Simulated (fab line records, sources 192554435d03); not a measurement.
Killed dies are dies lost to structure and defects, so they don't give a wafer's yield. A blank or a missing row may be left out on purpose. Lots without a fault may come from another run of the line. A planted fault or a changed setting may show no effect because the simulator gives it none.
Which tool did it? | flow n5_finfet | 11 lots, 33 wafers sampled, at 4 steps of a route of 1938

WHAT THE GAUGES READ, wafer by wafer
N5_HKMG_FIN_OVL_MEAS_50.
lot  | measured    | on         | NDIPOLE_OVL (nm)
L724 | day 3 23:10 | overlay-02 | 0.8 0.5 0.2
L725 | day 4 05:55 | overlay-01 | 1.1 1.1 1.6
L726 | day 4 13:44 | overlay-01 | -0.3 0.7 0.5
L728 | day 5 02:44 | overlay-01 | -0.7 -0.2 -0.6
L731 | day 5 19:02 | overlay-02 | 0.2 0.7 0.2
L732 | day 6 02:05 | overlay-01 | -0.7 -0.9 0.8
L733 | day 6 15:16 | overlay-02 | -0.4 0.3 0.3
L739 | day 7 17:44 | overlay-02 | 1.2 0.1 1.7
L742 | day 8 17:16 | overlay-02 | -0.4 0.2 -0.6
L743 | day 8 19:02 | overlay-02 | 0.5 0.6 1.0
L747 | day 9 18:37 | overlay-01 | 1.0 0.4 0.2

WHICH TOOL RAN EACH LOT (tool, then ch and the chambers of the sampled wafers, then the start)
lot  | N5_SDB_CUT_ETCH_26              | N5_SDB_CMP_30                | N5_DUMMY_REMOVAL_PRECLEAN_08
L724 | rie_si-02 ch 0,2,3, day 3 18:20 | cmp-04 ch 0,1,2, day 3 21:15 | remote_plasma-02 ch 0, day 3 21:52
L725 | rie_si-02 ch 1,2,3, day 4 01:08 | cmp-01 ch 0,3, day 4 04:10   | remote_plasma-01 ch 1, day 4 04:45
L726 | rie_si-02 ch 1,2,3, day 4 08:34 | cmp-01 ch 0,3, day 4 11:30   | remote_plasma-01 ch 0, day 4 12:12
L728 | rie_si-06 ch 1,2, day 4 21:56   | cmp-04 ch 0,2,3, day 5 00:52 | remote_plasma-02 ch 0, day 5 01:29
L731 | rie_si-02 ch 0,1,3, day 5 14:20 | cmp-03 ch 0,3, day 5 17:15   | remote_plasma-02 ch 0, day 5 17:52
L732 | rie_si-02 ch 0,2,3, day 5 21:09 | cmp-03 ch 0,1,3, day 6 00:08 | remote_plasma-02 ch 0, day 6 00:39
L733 | rie_si-04 ch 0,2,3, day 6 10:28 | cmp-01 ch 2,3, day 6 13:25   | remote_plasma-01 ch 0, day 6 13:58
L739 | rie_si-04 ch 1,2,3, day 7 12:22 | cmp-01 ch 0,1,2, day 7 15:44 | remote_plasma-02 ch 0, day 7 16:19
L742 | rie_si-06 ch 0,1,2, day 8 12:25 | cmp-03 ch 0,1,3, day 8 15:23 | remote_plasma-02 ch 0, day 8 15:57
L743 | rie_si-06 ch 0,1,3, day 8 14:06 | cmp-03 ch 0,1,2, day 8 17:11 | remote_plasma-02 ch 1, day 8 17:47
L747 | rie_si-06 ch 0,2, day 9 13:38   | cmp-03 ch 2,3, day 9 16:34   | remote_plasma-01 ch 1, day 9 17:16
- N5_SDB_CUT_ETCH_26: etches Si in HBr/Cl2/O2, target depth 129.6 nm, bt time 20 s, time 51.8 s.
- N5_SDB_CMP_30: polishes, stops on poly-Si, t overpolish 1.54 s, target thk 30 nm.
- N5_DUMMY_REMOVAL_PRECLEAN_08: cleans in NF3:NH3, afs cycles 2, time 20 s, sublimation time 60 s.

WHAT THE TOOLS THEMSELVES READ (means of the sampled wafers that have a number; where no wafer has one, the mark that the record gives instead)
N5_SDB_CUT_ETCH_26.
lot  | tool      | HBr_flow_sccm (sccm) | chamber_pressure_mTorr (mTorr) | drypump_motor_current_A (A) | oes_product_au (a.u.) | throttle_valve_pct (%)
L724 | rie_si-02 | 149.9                | 10.009                         | 5.8                         | 0.985                 | 37.02
L725 | rie_si-02 | 149.9                | 9.995                          | 5.6                         | 0.992                 | 37.27
L726 | rie_si-02 | 149.5                | 9.998                          | 5.5                         | 0.990                 | 37.28
L728 | rie_si-06 | 150.0                | 9.994                          | 6.1                         | 1.012                 | 37.18
L731 | rie_si-02 | 150.1                | 10.001                         | 5.6                         | 0.981                 | 37.25
L732 | rie_si-02 | 150.0                | 10.000                         | 5.8                         | 0.987                 | 37.02
L733 | rie_si-04 | 149.9                | 10.002                         | 5.8                         | 1.007                 | 37.11
L739 | rie_si-04 | 150.4                | 10.017                         | 5.8                         | 1.008                 | 37.13
L742 | rie_si-06 | 150.0                | 10.002                         | 6.0                         | 1.001                 | 37.02
L743 | rie_si-06 | 149.6                | 10.003                         | 5.9                         | 1.004                 | 37.03
L747 | rie_si-06 | 149.7                | 10.002                         | 6.0                         | 1.004                 | 36.85

N5_SDB_CMP_30.
lot  | tool   | edge_zone_pressure_frac | motor_current_A (A) | overpolish_run_s (s) | time_to_endpoint_s (s)
L724 | cmp-04 | 1.001                   | 12.1                | 1.542                | 19.7
L725 | cmp-01 | 1.000                   | 10.3                | 1.541                | 19.2
L726 | cmp-01 | 0.994                   | 11.2                | 1.544                | 17.7
L728 | cmp-04 | 0.999                   | 12.7                | 1.534                | 19.5
L731 | cmp-03 | 1.000                   | 11.4                | 1.538                | 12.3
L732 | cmp-03 | 1.003                   | 12.2                | 1.549                | 15.0
L733 | cmp-01 | 1.000                   | 12.1                | 1.544                | 16.6
L739 | cmp-01 | 1.002                   | 12.4                | 1.547                | 15.9
L742 | cmp-03 | 1.006                   | 12.2                | 1.540                | 15.4
L743 | cmp-03 | 0.999                   | 12.0                | 1.539                | 16.9
L747 | cmp-03 | 0.999                   | 11.0                | 1.529                | 17.9

N5_DUMMY_REMOVAL_PRECLEAN_08.
lot  | tool             | pressure_torr (Torr)
L724 | remote_plasma-02 | 3.006
L725 | remote_plasma-01 | 2.998
L726 | remote_plasma-01 | 2.988
L728 | remote_plasma-02 | 3.000
L731 | remote_plasma-02 | -
L732 | remote_plasma-02 | -
L733 | remote_plasma-01 | -
L739 | remote_plasma-02 | 3.000
L742 | remote_plasma-02 | 2.996
L743 | remote_plasma-02 | 3.005
L747 | remote_plasma-01 | 3.005

THE ANSWER, worked out from the rows above alone
Rule: what is usual is taken from the lots themselves. Put in order of their means at a reading, lots are off if they are a third of the lots or fewer, leave a main group of 4 or more, and stand apart from it by a gap of 3 or more times the standard deviation of the main group's means; of several such gaps the widest counts. A main group whose means are all the same, to the digits that the tables above print for the reading, isn't used. A lot without any number at a reading at which 4 lots or more have one is off too. The other lots that the step has rows for count as sound. The gauges are gone through in route order, then the tools' own readings, and for those a lot's mean is taken as printed above. The first step at which some lot is off is used, and at that step the reading that is off furthest; a lot without a number counts as furthest.
Off: L731, L732, L733, at N5_DUMMY_REMOVAL_PRECLEAN_08 (pressure_torr). Without a number there: L731, L732, L733. The main group: mean 3.000 Torr, standard deviation 0.0056.
A tool fits if, at that step or a process step before it, it ran every lot that is off, and no sound lot after the first of them. None of those tried fits.

WHAT THE SIMULATOR HAD PUT IN
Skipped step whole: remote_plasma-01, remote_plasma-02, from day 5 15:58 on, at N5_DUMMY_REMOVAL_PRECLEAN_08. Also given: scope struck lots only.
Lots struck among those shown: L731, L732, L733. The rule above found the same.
